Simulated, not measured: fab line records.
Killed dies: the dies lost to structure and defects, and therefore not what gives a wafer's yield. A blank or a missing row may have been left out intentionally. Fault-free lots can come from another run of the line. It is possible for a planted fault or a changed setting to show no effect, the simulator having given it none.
Which tool was responsible?    flow n5Finfet    12 lots with 36 wafers sampled at 3 steps, on a route of 1938 steps

## WHAT THE GAUGES SHOWED, per wafer
N5_BEOL_M1_INSPECT_59: inspects for defects (darkfield).
lot   measured      on                rawDefectCount
L075  day 6 17:01   defectInspect-02  74 51 47
L077  day 7 19:25   defectInspect-02  78 49 39
L079  day 8 05:04   defectInspect-01  50 72 68
L081  day 8 08:38   defectInspect-01  47 51 31
L083  day 8 14:26   defectInspect-01  35 58 60
L085  day 9 13:41   defectInspect-02  69 43 52
L087  day 10 01:15  defectInspect-01  37 61 56
L089  day 10 09:20  defectInspect-02  65 72 55
L091  day 10 22:39  defectInspect-02  73 100 56
L093  day 11 03:40  defectInspect-01  58 57 102
L095  day 12 00:39  defectInspect-01  40 61 90
L097  day 12 11:29  defectInspect-02  55 41 97

## WHAT TOOL EACH LOT RAN ON (gives the tool, then ch and the chambers of the sampled wafers, and finally the start)
lot   N5_BEOL_M1_PRE_CLEAN_45      N5_BEOL_M1_ANNEAL_89
L075  pvdSputter-02, day 6 12:01   pvdSputter-02, day 6 15:02
L077  pvdSputter-03, day 7 15:04   pvdSputter-03, day 7 17:33
L079  pvdSputter-02, day 8 01:27   pvdSputter-01, day 8 03:05
L081  pvdSputter-02, day 8 04:34   pvdSputter-03, day 8 06:19
L083  pvdSputter-02, day 8 10:59   pvdSputter-01, day 8 12:33
L085  pvdSputter-01, day 9 10:06   pvdSputter-01, day 9 11:49
L087  pvdSputter-02, day 9 21:04   pvdSputter-02, day 9 23:23
L089  pvdSputter-02, day 10 05:54  pvdSputter-03, day 10 07:28
L091  pvdSputter-01, day 10 18:34  pvdSputter-03, day 10 20:25
L093  pvdSputter-02, day 10 23:59  pvdSputter-02, day 11 01:47
L095  pvdSputter-03, day 11 20:57  pvdSputter-01, day 11 22:47
L097  pvdSputter-02, day 12 07:37  pvdSputter-03, day 12 09:37
- N5_BEOL_M1_PRE_CLEAN_45: time 30 s.
- N5_BEOL_M1_ANNEAL_89: time 240 s.

## THE ANSWER, worked out from the rows above alone
Rule: what is usual is taken from the lots themselves. The widest of any qualifying gaps counts: lots, ordered by their means at a reading, are off when they make up no more than a third of the lots, leave a main group of 4 or more, and stand apart from it by 3 or more times the standard deviation of that group's means. If all means in a main group match to the digits the tables above print for the reading, that group is not used. A lot without any number at a reading at which 4 lots or more have one is off too. Where the step has rows for the other lots, those lots are counted as sound.
No lot is off at any reading shown: from this, nothing can be told.

## WHAT THE SIMULATOR HAD PUT IN
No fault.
